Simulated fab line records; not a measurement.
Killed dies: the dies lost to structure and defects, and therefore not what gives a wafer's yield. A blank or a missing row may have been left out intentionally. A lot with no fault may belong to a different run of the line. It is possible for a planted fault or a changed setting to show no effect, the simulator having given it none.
Which tool was responsible? || flow n5-finfet || 10 lots, 30 wafers sampled, at 5 steps of a route of 1938

== WHAT THE GAUGES READ, wafer by wafer ==
N5_BEOL_M4_INSPECT_59: inspects for defects (darkfield). Usual: 69 for raw-defect-count, sd 19.
{"lot": "L698", "measured": "day 8 08:24", "on": "defect-inspect-01", "raw-defect-count": "94 88 74", "flag": ""}
{"lot": "L702", "measured": "day 9 04:53", "on": "defect-inspect-02", "raw-defect-count": "51 77 112", "flag": ""}
{"lot": "L703", "measured": "day 9 11:32", "on": "defect-inspect-01", "raw-defect-count": "73 92 48", "flag": ""}
{"lot": "L706", "measured": "day 10 19:05", "on": "defect-inspect-02", "raw-defect-count": "96 70 61", "flag": ""}
{"lot": "L709", "measured": "day 11 05:39", "on": "defect-inspect-02", "raw-defect-count": "110 113 86", "flag": ""}
{"lot": "L710", "measured": "day 11 22:36", "on": "defect-inspect-01", "raw-defect-count": "77 55 45", "flag": ""}
{"lot": "L712", "measured": "day 12 23:20", "on": "defect-inspect-01", "raw-defect-count": "63 53 58", "flag": ""}
{"lot": "L713", "measured": "day 13 03:37", "on": "defect-inspect-02", "raw-defect-count": "53 57 59", "flag": ""}
{"lot": "L717", "measured": "day 14 21:07", "on": "defect-inspect-01", "raw-defect-count": "46 33 58", "flag": ""}
{"lot": "L719", "measured": "day 15 01:58", "on": "defect-inspect-02", "raw-defect-count": "77 79 82", "flag": ""}

N5_BEOL_M4_RC_MEAS_101. Usual: COMB_M4_max_site 7.9e-11 S/m, standard deviation 1.7e-11; DIBL_N 36.8 mV/V, standard deviation 1.9; DIBL_P 36.5 mV/V, standard deviation 2.1; IOFF_N 0.17 nA/um, standard deviation 0.038; IOFF_P 0.22 nA/um, standard deviation 0.039; ION_N 675 uA/um, standard deviation 12; ION_P 463 uA/um, standard deviation 7.4; SS_N 71.6 mV/dec, standard deviation 0.71; SS_P 73.4 mV/dec, standard deviation 0.72; VT_N 249 mV, standard deviation 3.3; VT_P -250 mV, standard deviation 3.3.
{"lot": "L698", "measured": "day 8 08:25", "on": "prober-01", "COMB_M4_max_site (S/m)": "7.8e-11 7.2e-11 8.8e-11", "DIBL_N (mV/V)": "34.7 39.9 35.7", "DIBL_P (mV/V)": "34.3 40.0 34.5", "IOFF_N (nA/um)": "0.12 0.21 0.12", "IOFF_P (nA/um)": "0.16 0.24 0.16", "ION_N (uA/um)": "657 680 656", "ION_P (uA/um)": "453 459 450", "SS_N (mV/dec)": "71.0 72.7 70.9", "SS_P (mV/dec)": "72.6 74.3 72.9", "VT_N (mV)": "251 249 252", "VT_P (mV)": "-256 -252 -256", "flag": ""}
{"lot": "L702", "measured": "day 9 05:13", "on": "prober-01", "COMB_M4_max_site (S/m)": "6.6e-11 1e-10 8.2e-11", "DIBL_N (mV/V)": "34.9 35.7 32.1", "DIBL_P (mV/V)": "33.1 34.4 30.7", "IOFF_N (nA/um)": "0.12 0.13 0.10", "IOFF_P (nA/um)": "0.15 0.16 0.13", "ION_N (uA/um)": "653 665 645", "ION_P (uA/um)": "449 455 447", "SS_N (mV/dec)": "71.0 71.1 70.5", "SS_P (mV/dec)": "72.1 72.6 72.0", "VT_N (mV)": "254 255 255", "VT_P (mV)": "-257 -255 -255", "flag": ""}
{"lot": "L703", "measured": "day 9 11:34", "on": "prober-02", "COMB_M4_max_site (S/m)": "1.18e-10 9.4e-11 7.6e-11", "DIBL_N (mV/V)": "40.9 39.9 36.8", "DIBL_P (mV/V)": "40.5 40.0 35.5", "IOFF_N (nA/um)": "0.23 0.24 0.16", "IOFF_P (nA/um)": "0.29 0.31 0.21", "ION_N (uA/um)": "690 705 678", "ION_P (uA/um)": "470 486 468", "SS_N (mV/dec)": "72.9 72.0 70.9", "SS_P (mV/dec)": "75.1 74.4 73.7", "VT_N (mV)": "247 241 249", "VT_P (mV)": "-247 -244 -250", "flag": ""}
{"lot": "L706", "measured": "day 10 19:06", "on": "prober-02", "COMB_M4_max_site (S/m)": "8.8e-11 5.7e-11 5.9e-11", "DIBL_N (mV/V)": "39.0 38.3 37.9", "DIBL_P (mV/V)": "39.6 36.4 38.0", "IOFF_N (nA/um)": "0.23 0.20 0.19", "IOFF_P (nA/um)": "0.31 0.22 0.25", "ION_N (uA/um)": "690 682 688", "ION_P (uA/um)": "478 459 473", "SS_N (mV/dec)": "72.3 71.7 71.8", "SS_P (mV/dec)": "73.2 72.7 73.6", "VT_N (mV)": "242 248 246", "VT_P (mV)": "-245 -250 -247", "flag": ""}
{"lot": "L709", "measured": "day 11 05:40", "on": "prober-01", "COMB_M4_max_site (S/m)": "9.4e-11 9.8e-11 5.3e-11", "DIBL_N (mV/V)": "37.2 37.3 34.9", "DIBL_P (mV/V)": "36.3 36.5 34.8", "IOFF_N (nA/um)": "0.16 0.17 0.13", "IOFF_P (nA/um)": "0.21 0.23 0.19", "ION_N (uA/um)": "664 686 672", "ION_P (uA/um)": "460 469 464", "SS_N (mV/dec)": "71.0 71.1 70.8", "SS_P (mV/dec)": "73.0 73.7 72.8", "VT_N (mV)": "251 248 252", "VT_P (mV)": "-248 -248 -250", "flag": ""}
{"lot": "L710", "measured": "day 11 22:47", "on": "prober-01", "COMB_M4_max_site (S/m)": "8.9e-11 6.7e-11 8.9e-11", "DIBL_N (mV/V)": "35.2 40.4 34.9", "DIBL_P (mV/V)": "34.2 39.5 35.6", "IOFF_N (nA/um)": "0.15 0.26 0.14", "IOFF_P (nA/um)": "0.18 0.29 0.21", "ION_N (uA/um)": "670 674 678", "ION_P (uA/um)": "458 458 480", "SS_N (mV/dec)": "70.6 72.3 70.3", "SS_P (mV/dec)": "72.4 73.7 72.1", "VT_N (mV)": "249 245 250", "VT_P (mV)": "-252 -247 -248", "flag": ""}
{"lot": "L712", "measured": "day 12 23:21", "on": "prober-01", "COMB_M4_max_site (S/m)": "7.7e-11 9.1e-11 8.4e-11", "DIBL_N (mV/V)": "39.0 34.7 41.0", "DIBL_P (mV/V)": "37.3 34.8 40.3", "IOFF_N (nA/um)": "0.23 0.14 0.31", "IOFF_P (nA/um)": "0.27 0.23 0.33", "ION_N (uA/um)": "668 682 682", "ION_P (uA/um)": "461 480 470", "SS_N (mV/dec)": "73.2 70.9 72.9", "SS_P (mV/dec)": "73.8 73.4 75.1", "VT_N (mV)": "247 251 242", "VT_P (mV)": "-244 -248 -243", "flag": ""}
{"lot": "L713", "measured": "day 13 03:48", "on": "prober-01", "COMB_M4_max_site (S/m)": "9e-11 1.07e-10 7.9e-11", "DIBL_N (mV/V)": "36.7 36.0 33.4", "DIBL_P (mV/V)": "37.7 37.0 34.2", "IOFF_N (nA/um)": "0.18 0.17 0.13", "IOFF_P (nA/um)": "0.24 0.23 0.19", "ION_N (uA/um)": "675 665 660", "ION_P (uA/um)": "467 461 458", "SS_N (mV/dec)": "72.2 72.5 71.2", "SS_P (mV/dec)": "73.5 73.2 72.3", "VT_N (mV)": "247 248 250", "VT_P (mV)": "-246 -248 -249", "flag": ""}
{"lot": "L717", "measured": "day 14 21:08", "on": "prober-02", "COMB_M4_max_site (S/m)": "1.43e-10 9e-11 8.9e-11", "DIBL_N (mV/V)": "36.7 39.4 39.3", "DIBL_P (mV/V)": "36.4 38.8 39.0", "IOFF_N (nA/um)": "0.19 0.23 0.24", "IOFF_P (nA/um)": "0.22 0.25 0.25", "ION_N (uA/um)": "697 711 712", "ION_P (uA/um)": "480 477 474", "SS_N (mV/dec)": "71.0 70.9 71.5", "SS_P (mV/dec)": "73.7 73.0 74.3", "VT_N (mV)": "246 242 244", "VT_P (mV)": "-250 -249 -249", "flag": ""}
{"lot": "L719", "measured": "day 15 02:19", "on": "prober-01", "COMB_M4_max_site (S/m)": "9.2e-11 8.2e-11 1.46e-10", "DIBL_N (mV/V)": "36.0 39.1 37.1", "DIBL_P (mV/V)": "36.2 39.6 37.7", "IOFF_N (nA/um)": "0.15 0.19 0.17", "IOFF_P (nA/um)": "0.20 0.25 0.24", "ION_N (uA/um)": "674 679 675", "ION_P (uA/um)": "460 459 464", "SS_N (mV/dec)": "71.2 72.2 72.1", "SS_P (mV/dec)": "72.9 74.1 73.0", "VT_N (mV)": "249 246 249", "VT_P (mV)": "-252 -249 -252", "flag": ""}

== WHAT TOOL EACH LOT RAN ON (gives the tool, then ch and the chambers of the sampled wafers, and finally the start) ==
{"lot": "L698", "N5_BEOL_M4_ALD_84": "ald-metal-01 ch 0,1, day 8 05:05", "N5_BEOL_M4_ANNEAL_95": "pvd-sputter-02, day 8 07:11", "N5_BEOL_M4_ANNEAL_51": "rtp-anneal-02 ch 0, day 8 07:31"}
{"lot": "L702", "N5_BEOL_M4_ALD_84": "ald-metal-03 ch 0,3, day 8 23:49", "N5_BEOL_M4_ANNEAL_95": "pvd-sputter-02, day 9 03:35", "N5_BEOL_M4_ANNEAL_51": "rtp-anneal-01 ch 0, day 9 04:06"}
{"lot": "L703", "N5_BEOL_M4_ALD_84": "ald-metal-04 ch 1,2,3, day 9 06:04", "N5_BEOL_M4_ANNEAL_95": "pvd-sputter-03, day 9 10:17", "N5_BEOL_M4_ANNEAL_51": "rtp-anneal-01 ch 0, day 9 10:37"}
{"lot": "L706", "N5_BEOL_M4_ALD_84": "ald-metal-04 ch 0,1,2, day 10 15:44", "N5_BEOL_M4_ANNEAL_95": "pvd-sputter-02, day 10 17:52", "N5_BEOL_M4_ANNEAL_51": "rtp-anneal-01 ch 0, day 10 18:11"}
{"lot": "L709", "N5_BEOL_M4_ALD_84": "ald-metal-01 ch 0,2,3, day 11 02:00", "N5_BEOL_M4_ANNEAL_95": "pvd-sputter-03, day 11 04:07", "N5_BEOL_M4_ANNEAL_51": "rtp-anneal-02 ch 0, day 11 04:46"}
{"lot": "L710", "N5_BEOL_M4_ALD_84": "ald-metal-03 ch 0,1,3, day 11 19:04", "N5_BEOL_M4_ANNEAL_95": "pvd-sputter-02, day 11 21:13", "N5_BEOL_M4_ANNEAL_51": "rtp-anneal-01 ch 0, day 11 21:46"}
{"lot": "L712", "N5_BEOL_M4_ALD_84": "ald-metal-04 ch 0,2, day 12 20:00", "N5_BEOL_M4_ANNEAL_95": "pvd-sputter-01, day 12 22:06", "N5_BEOL_M4_ANNEAL_51": "rtp-anneal-01 ch 0, day 12 22:26"}
{"lot": "L713", "N5_BEOL_M4_ALD_84": "ald-metal-01 ch 1,2,3, day 13 00:15", "N5_BEOL_M4_ANNEAL_95": "pvd-sputter-01, day 13 02:23", "N5_BEOL_M4_ANNEAL_51": "rtp-anneal-01 ch 0, day 13 02:46"}
{"lot": "L717", "N5_BEOL_M4_ALD_84": "ald-metal-01 ch 0,1,2, day 14 17:20", "N5_BEOL_M4_ANNEAL_95": "pvd-sputter-01, day 14 19:35", "N5_BEOL_M4_ANNEAL_51": "rtp-anneal-02 ch 0, day 14 19:56"}
{"lot": "L719", "N5_BEOL_M4_ALD_84": "ald-metal-01 ch 1,2,3, day 14 21:53", "N5_BEOL_M4_ANNEAL_95": "pvd-sputter-01, day 15 00:16", "N5_BEOL_M4_ANNEAL_51": "rtp-anneal-01 ch 0, day 15 00:41"}
- N5_BEOL_M4_ALD_84: deposits TaN, pulse time 2 s, purge time 3 s, co reactant purge time 2 s.
- N5_BEOL_M4_ANNEAL_95: time 240 s.
- N5_BEOL_M4_ANNEAL_51: time 90 s.

== WHAT THE TOOLS THEMSELVES READ (means of the sampled wafers that have a number; where no wafer has one, the mark that the record gives instead) ==
N5_BEOL_M4_ALD_84. Usual: heater-power-w 402 W, standard deviation 38; precursor-vessel-carrier-sccm 1000.1 sccm, standard deviation 2.9.
{"lot": "L698", "tool": "ald-metal-01", "heater-power-w (W)": 417, "precursor-vessel-carrier-sccm (sccm)": 1003.0, "flag": ""}
{"lot": "L702", "tool": "ald-metal-03", "heater-power-w (W)": 419, "precursor-vessel-carrier-sccm (sccm)": 1002.5, "flag": ""}
{"lot": "L703", "tool": "ald-metal-04", "heater-power-w (W)": 398, "precursor-vessel-carrier-sccm (sccm)": 1000.7, "flag": ""}
{"lot": "L706", "tool": "ald-metal-04", "heater-power-w (W)": 390, "precursor-vessel-carrier-sccm (sccm)": 1000.1, "flag": ""}
{"lot": "L709", "tool": "ald-metal-01", "heater-power-w (W)": 416, "precursor-vessel-carrier-sccm (sccm)": 1001.2, "flag": ""}
{"lot": "L710", "tool": "ald-metal-03", "heater-power-w (W)": 415, "precursor-vessel-carrier-sccm (sccm)": 998.8, "flag": ""}
{"lot": "L712", "tool": "ald-metal-04", "heater-power-w (W)": 406, "precursor-vessel-carrier-sccm (sccm)": 1002.3, "flag": ""}
{"lot": "L713", "tool": "ald-metal-01", "heater-power-w (W)": 385, "precursor-vessel-carrier-sccm (sccm)": 997.4, "flag": ""}
{"lot": "L717", "tool": "ald-metal-01", "heater-power-w (W)": 420, "precursor-vessel-carrier-sccm (sccm)": 1000.7, "flag": ""}
{"lot": "L719", "tool": "ald-metal-01", "heater-power-w (W)": 381, "precursor-vessel-carrier-sccm (sccm)": 1000.2, "flag": ""}

N5_BEOL_M4_ANNEAL_95. Usual: 851 W for heater-power-w, sd 63.
{"lot": "L698", "tool": "pvd-sputter-02", "heater-power-w (W)": 821, "flag": ""}
{"lot": "L702", "tool": "pvd-sputter-02", "heater-power-w (W)": 940, "flag": ""}
{"lot": "L703", "tool": "pvd-sputter-03", "heater-power-w (W)": 855, "flag": ""}
{"lot": "L706", "tool": "pvd-sputter-02", "heater-power-w (W)": 894, "flag": ""}
{"lot": "L709", "tool": "pvd-sputter-03", "heater-power-w (W)": 857, "flag": ""}
{"lot": "L710", "tool": "pvd-sputter-02", "heater-power-w (W)": 880, "flag": ""}
{"lot": "L712", "tool": "pvd-sputter-01", "heater-power-w (W)": 852, "flag": ""}
{"lot": "L713", "tool": "pvd-sputter-01", "heater-power-w (W)": 875, "flag": ""}
{"lot": "L717", "tool": "pvd-sputter-01", "heater-power-w (W)": 868, "flag": ""}
{"lot": "L719", "tool": "pvd-sputter-01", "heater-power-w (W)": 845, "flag": ""}

N5_BEOL_M4_ANNEAL_51. Usual: anneal-temp-c-max 226.5, standard deviation 0.58; wafer_temp_C_max 226.0, standard deviation 0.33.
{"lot": "L698", "tool": "rtp-anneal-02", "anneal-temp-c-max": 225.8, "wafer_temp_C_max": 226.2, "flag": ""}
{"lot": "L702", "tool": "rtp-anneal-01", "anneal-temp-c-max": 227.2, "wafer_temp_C_max": 225.7, "flag": ""}
{"lot": "L703", "tool": "rtp-anneal-01", "anneal-temp-c-max": 227.1, "wafer_temp_C_max": 225.8, "flag": ""}
{"lot": "L706", "tool": "rtp-anneal-01", "anneal-temp-c-max": 227.0, "wafer_temp_C_max": 225.8, "flag": ""}
{"lot": "L709", "tool": "rtp-anneal-02", "anneal-temp-c-max": 225.6, "wafer_temp_C_max": 226.4, "flag": ""}
{"lot": "L710", "tool": "rtp-anneal-01", "anneal-temp-c-max": 227.3, "wafer_temp_C_max": 225.9, "flag": ""}
{"lot": "L712", "tool": "rtp-anneal-01", "anneal-temp-c-max": 227.0, "wafer_temp_C_max": 225.7, "flag": ""}
{"lot": "L713", "tool": "rtp-anneal-01", "anneal-temp-c-max": 226.8, "wafer_temp_C_max": 225.8, "flag": ""}
{"lot": "L717", "tool": "rtp-anneal-02", "anneal-temp-c-max": 225.9, "wafer_temp_C_max": 226.0, "flag": ""}
{"lot": "L719", "tool": "rtp-anneal-01", "anneal-temp-c-max": 226.8, "wafer_temp_C_max": 226.0, "flag": ""}

== THE ANSWER, worked out from the rows above alone ==
Rule: a lot counts as off when the mean over its wafers that have a number is more than 3 standard deviations away from the usual mean. A lot without any number at a reading at which 4 lots or more have one is off too. Any other lot the step has rows for is counted as sound. First the gauges in route order, then the tools' own readings, where a lot's mean is used as printed above. At the first step where some lot is off, the reading lying furthest off is the one used; lots without a number count as furthest.
None of the lots is off at any reading shown; this tells nothing.

== WHAT WAS PUT IN BY THE SIMULATOR ==
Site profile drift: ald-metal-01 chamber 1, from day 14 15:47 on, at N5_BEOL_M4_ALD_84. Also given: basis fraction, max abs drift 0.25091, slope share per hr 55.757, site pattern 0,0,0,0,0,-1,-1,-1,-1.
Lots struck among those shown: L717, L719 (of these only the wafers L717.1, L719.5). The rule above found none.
